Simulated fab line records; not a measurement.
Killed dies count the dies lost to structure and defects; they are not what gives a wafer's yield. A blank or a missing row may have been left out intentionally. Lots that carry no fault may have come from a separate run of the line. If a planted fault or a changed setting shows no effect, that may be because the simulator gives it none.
Split-lot experiment :: flow n5-finfet :: 21 wafers read from 7 lots, route of 1938 steps

THE SPLIT ITSELF
At N5_FIN_CUT_COAT_02 (resist thk 30 nm), the setting spin-rpm was moved away from the recipe's 1500 rpm on 6 of the 21 wafers read, by -9.6% to +10.7%. The other wafers ran this setting at the recipe's value.

FROM THE SPLIT TO THE READING: what the file shows between them, 4 steps
- N5_FIN_CUT_EBR_04
- N5_FIN_CUT_SOFTBAKE_03: time 60 s
- N5_FIN_CUT_EXPOSE_05: exposes mask FIN CUT
- N5_FIN_CUT_PEB_06: peb time 60 s

THE READING
CAR-EUV_of_FIN_CUT_COAT_02.thk-nm (the simulator's own value, which no gauge read), in nm, at N5_FIN_CUT_DEVELOP_07 (develop time 30 s). No usual value for it is given in the file. Here, 15 wafers ran the recipe; their average is 29.5 nm with a standard deviation of 0.12 nm.

wafer: L077.1
tool, chamber at the split: litho-track-03, 0
spin-rpm as run, rpm: 1500
against the recipe: recipe
CAR-EUV_of_FIN_CUT_COAT_02.thk-nm, nm: 29.6
against lot-mates on the recipe: -

wafer: L077.2
tool, chamber at the split: litho-track-03, 0
spin-rpm as run, rpm: 1500
against the recipe: recipe
CAR-EUV_of_FIN_CUT_COAT_02.thk-nm, nm: 29.6
against lot-mates on the recipe: -

wafer: L077.3
tool, chamber at the split: litho-track-03, 0
spin-rpm as run, rpm: 1500
against the recipe: recipe
CAR-EUV_of_FIN_CUT_COAT_02.thk-nm, nm: 29.6
against lot-mates on the recipe: -

wafer: L082.2
tool, chamber at the split: litho-track-03, 0
spin-rpm as run, rpm: 1356
against the recipe: -9.6%
CAR-EUV_of_FIN_CUT_COAT_02.thk-nm, nm: 31
against lot-mates on the recipe: +1.6

wafer: L082.6
tool, chamber at the split: litho-track-03, 0
spin-rpm as run, rpm: 1356
against the recipe: -9.6%
CAR-EUV_of_FIN_CUT_COAT_02.thk-nm, nm: 31
against lot-mates on the recipe: +1.6

wafer: L082.3
tool, chamber at the split: litho-track-03, 0
spin-rpm as run, rpm: 1500
against the recipe: recipe
CAR-EUV_of_FIN_CUT_COAT_02.thk-nm, nm: 29.4
against lot-mates on the recipe: -

wafer: L084.3
tool, chamber at the split: litho-track-01, 0
spin-rpm as run, rpm: 1500
against the recipe: recipe
CAR-EUV_of_FIN_CUT_COAT_02.thk-nm, nm: 29.6
against lot-mates on the recipe: -

wafer: L084.5
tool, chamber at the split: litho-track-01, 0
spin-rpm as run, rpm: 1500
against the recipe: recipe
CAR-EUV_of_FIN_CUT_COAT_02.thk-nm, nm: 29.6
against lot-mates on the recipe: -

wafer: L084.6
tool, chamber at the split: litho-track-01, 0
spin-rpm as run, rpm: 1500
against the recipe: recipe
CAR-EUV_of_FIN_CUT_COAT_02.thk-nm, nm: 29.6
against lot-mates on the recipe: -

wafer: L085.1
tool, chamber at the split: litho-track-03, 0
spin-rpm as run, rpm: 1632
against the recipe: +8.8%
CAR-EUV_of_FIN_CUT_COAT_02.thk-nm, nm: 28
against lot-mates on the recipe: -1.3

wafer: L085.5
tool, chamber at the split: litho-track-03, 0
spin-rpm as run, rpm: 1500
against the recipe: recipe
CAR-EUV_of_FIN_CUT_COAT_02.thk-nm, nm: 29.4
against lot-mates on the recipe: -

wafer: L085.6
tool, chamber at the split: litho-track-03, 0
spin-rpm as run, rpm: 1500
against the recipe: recipe
CAR-EUV_of_FIN_CUT_COAT_02.thk-nm, nm: 29.2
against lot-mates on the recipe: -

wafer: L087.2
tool, chamber at the split: litho-track-03, 0
spin-rpm as run, rpm: 1500
against the recipe: recipe
CAR-EUV_of_FIN_CUT_COAT_02.thk-nm, nm: 29.4
against lot-mates on the recipe: -

wafer: L087.6
tool, chamber at the split: litho-track-03, 0
spin-rpm as run, rpm: 1500
against the recipe: recipe
CAR-EUV_of_FIN_CUT_COAT_02.thk-nm, nm: 29.4
against lot-mates on the recipe: -

wafer: L087.3
tool, chamber at the split: litho-track-03, 0
spin-rpm as run, rpm: 1661
against the recipe: +10.7%
CAR-EUV_of_FIN_CUT_COAT_02.thk-nm, nm: 27.8
against lot-mates on the recipe: -1.6

wafer: L089.2
tool, chamber at the split: litho-track-02, 0
spin-rpm as run, rpm: 1500
against the recipe: recipe
CAR-EUV_of_FIN_CUT_COAT_02.thk-nm, nm: 29.4
against lot-mates on the recipe: -

wafer: L089.5
tool, chamber at the split: litho-track-02, 0
spin-rpm as run, rpm: 1500
against the recipe: recipe
CAR-EUV_of_FIN_CUT_COAT_02.thk-nm, nm: 29.4
against lot-mates on the recipe: -

wafer: L089.6
tool, chamber at the split: litho-track-02, 0
spin-rpm as run, rpm: 1500
against the recipe: recipe
CAR-EUV_of_FIN_CUT_COAT_02.thk-nm, nm: 29.4
against lot-mates on the recipe: -

wafer: L093.2
tool, chamber at the split: litho-track-02, 0
spin-rpm as run, rpm: 1500
against the recipe: recipe
CAR-EUV_of_FIN_CUT_COAT_02.thk-nm, nm: 29.4
against lot-mates on the recipe: -

wafer: L093.3
tool, chamber at the split: litho-track-02, 0
spin-rpm as run, rpm: 1449
against the recipe: -3.4%
CAR-EUV_of_FIN_CUT_COAT_02.thk-nm, nm: 30
against lot-mates on the recipe: +0.6

wafer: L093.6
tool, chamber at the split: litho-track-02, 0
spin-rpm as run, rpm: 1449
against the recipe: -3.4%
CAR-EUV_of_FIN_CUT_COAT_02.thk-nm, nm: 30
against lot-mates on the recipe: +0.6

THE FIT
A straight line over all 21 wafers: CAR-EUV_of_FIN_CUT_COAT_02.thk-nm changes by -0.16 nm for each +1% of spin-rpm; r = -0.99; the points scatter about the line by 0.11 nm.
The same after taking each lot's own level away (the mean of its wafers on the recipe; 21 wafers): -0.158 nm for each +1%; r = -1.00; scatter 0.05 nm.
That fit puts the effect of the largest move of spin-rpm on the reading at 1.7 nm.
The span of the lots' own levels, 29.30 to 29.60 nm, comes to 2.5 times the standard deviation stated above.
The two slopes are in agreement: the lot-to-lot level therefore moves the slope only a little.
Check: -1.72 nm against its lot-mates is what the line predicts for one of the wafers moved furthest among these (+10.7%) when that wafer is left out of the fit. Against them it came out at -1.6 nm.

THE OTHER SPLITS THESE WAFERS WENT THROUGH
Note: prior to the reading, these wafers also went through further splits. Each is held against what the fit with the lots' levels taken away leaves over:
other split on the same wafers: N5_WELL_APT_PEB_06 peb-time-s
wafers away from the commonest value: 8
r with CAR-EUV_of_FIN_CUT_COAT_02.thk-nm (lot level and that fit taken away): +0.24

other split on the same wafers: N5_PMOS_HMC_CHANNEL_EPI_EXPOSE_06 dose-mj
wafers away from the commonest value: 7
r with CAR-EUV_of_FIN_CUT_COAT_02.thk-nm (lot level and that fit taken away): -0.21

other split on the same wafers: N5_PMOS_HMC_CHANNEL_EPI_PEB_07 peb-temp-c
wafers away from the commonest value: 4
r with CAR-EUV_of_FIN_CUT_COAT_02.thk-nm (lot level and that fit taken away): +0.15

other split on the same wafers: N5_FIN_SAQP_HM_DEP_03 time-s
wafers away from the commonest value: 6
r with CAR-EUV_of_FIN_CUT_COAT_02.thk-nm (lot level and that fit taken away): +0.28

other split on the same wafers: N5_FIN_SAQP_EXPOSE_13 dose-mj
wafers away from the commonest value: 6
r with CAR-EUV_of_FIN_CUT_COAT_02.thk-nm (lot level and that fit taken away): -0.30

THE WHOLE CHAIN: every reading that the file lists as answering this split, in the file's order
step: N5_FIN_CUT_COAT_02
what it does: resist thk 30 nm
reading: CAR-EUV_of_FIN_CUT_COAT_02.thk-nm (the simulator's own value, which no gauge read)
change (the file's fit): -0.145 nm for each +1% of the setting
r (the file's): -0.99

step: N5_FIN_CUT_DEVELOP_07
what it does: develop time 30 s
reading: CAR-EUV_of_FIN_CUT_COAT_02.thk-nm (the simulator's own value, which no gauge read)
change (the file's fit): -0.155 nm for each +1% of the setting
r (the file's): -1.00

FILE'S OWN FIT
CAR-EUV_of_FIN_CUT_COAT_02.thk-nm changes by -0.155 nm for each +1% of spin-rpm, r = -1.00.
